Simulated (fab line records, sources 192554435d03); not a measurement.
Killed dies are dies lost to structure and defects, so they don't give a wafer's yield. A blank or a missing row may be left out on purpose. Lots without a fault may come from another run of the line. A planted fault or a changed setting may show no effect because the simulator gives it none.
Split-lot experiment | flow n5_finfet | 7 lots, 21 wafers read, on a route of 1938 steps

THE SPLIT
At N5_BEOL_M7_ETCH_41 (etches SiCN in CH3F/O2, target depth 31.9 nm, time 57.8 s), the setting source_w was moved away from the recipe's 395 W on 4 of the 21 wafers read, by -12.3% to +10.3%. The other wafers ran this setting at the recipe's value.

The reading is taken at the split's own step.

THE READING
rf_vpp_V, in V, at N5_BEOL_M7_ETCH_41 (etches SiCN in CH3F/O2, target depth 31.9 nm, time 57.8 s). Fault-free wafers of this fab line usually give 297.6 V, standard deviation 1.7 V.

wafer  | tool, chamber at the split | source_w as run, W | against the recipe | rf_vpp_V, V | against lot-mates on the recipe
L074.1 | rie_diel-01, 3             | 435.5              | +10.3%             | 289.2       | -8.4
L074.3 | rie_diel-01, 1             | 435.5              | +10.3%             | 285.9       | -11.7
L074.5 | rie_diel-01, 2             | 395                | recipe             | 297.6       | -
L077.3 | rie_diel-04, 1             | 395                | recipe             | 298.0       | -
L077.4 | rie_diel-04, 2             | 395                | recipe             | 301.2       | -
L077.6 | rie_diel-04, 3             | 395                | recipe             | 296.4       | -
L080.2 | rie_diel-04, 3             | 395                | recipe             | 295.9       | -
L080.4 | rie_diel-04, 1             | 395                | recipe             | 298.7       | -
L080.6 | rie_diel-04, 0             | 395                | recipe             | 296.0       | -
L082.1 | rie_diel-01, 2             | 395                | recipe             | 298.2       | -
L082.2 | rie_diel-01, 1             | 395                | recipe             | 294.8       | -
L082.6 | rie_diel-01, 1             | 395                | recipe             | 296.7       | -
L084.2 | rie_diel-04, 2             | 395                | recipe             | 299.6       | -
L084.4 | rie_diel-04, 3             | 395                | recipe             | 294.7       | -
L084.6 | rie_diel-04, 0             | 395                | recipe             | 296.5       | -
L091.2 | rie_diel-04, 1             | 395                | recipe             | 297.4       | -
L091.3 | rie_diel-04, 2             | 413.1              | +4.6%              | 295.2       | -1.2
L091.4 | rie_diel-04, 3             | 395                | recipe             | 295.4       | -
L094.1 | rie_diel-04, 2             | 395                | recipe             | 299.5       | -
L094.2 | rie_diel-04, 1             | 346.5              | -12.3%             | 312.3       | +14.4
L094.3 | rie_diel-04, 0             | 395                | recipe             | 296.4       | -

THE FIT
A straight line over all 21 wafers: rf_vpp_V changes by -1.04 V for each +1% of source_w; r = -0.92; the points scatter about the line by 1.9 V.
The same after taking each lot's own level away (the mean of its wafers on the recipe; 21 wafers): -1.02 V for each +1%; r = -0.93; scatter 1.8 V.
On that fit, the largest move of source_w shifts the reading by 13 V.
The lots' own levels span 296.40 to 298.53 V, that is 1.3 times the standard deviation above.
So the lot-to-lot level changes the slope little: the two slopes agree.
Check: with one of the wafers moved furthest among these (-12.3%) left out of the fit, the line predicts +11.5 V for it against its lot-mates. It came out at +14.4 V against them.
Tool readings at the split's step, against how far the setting was moved: rf_vpp_V r = -0.92.

THE FILE'S OWN FIT
rf_vpp_V changes by -1.03 V for each +1% of source_w, r = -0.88.
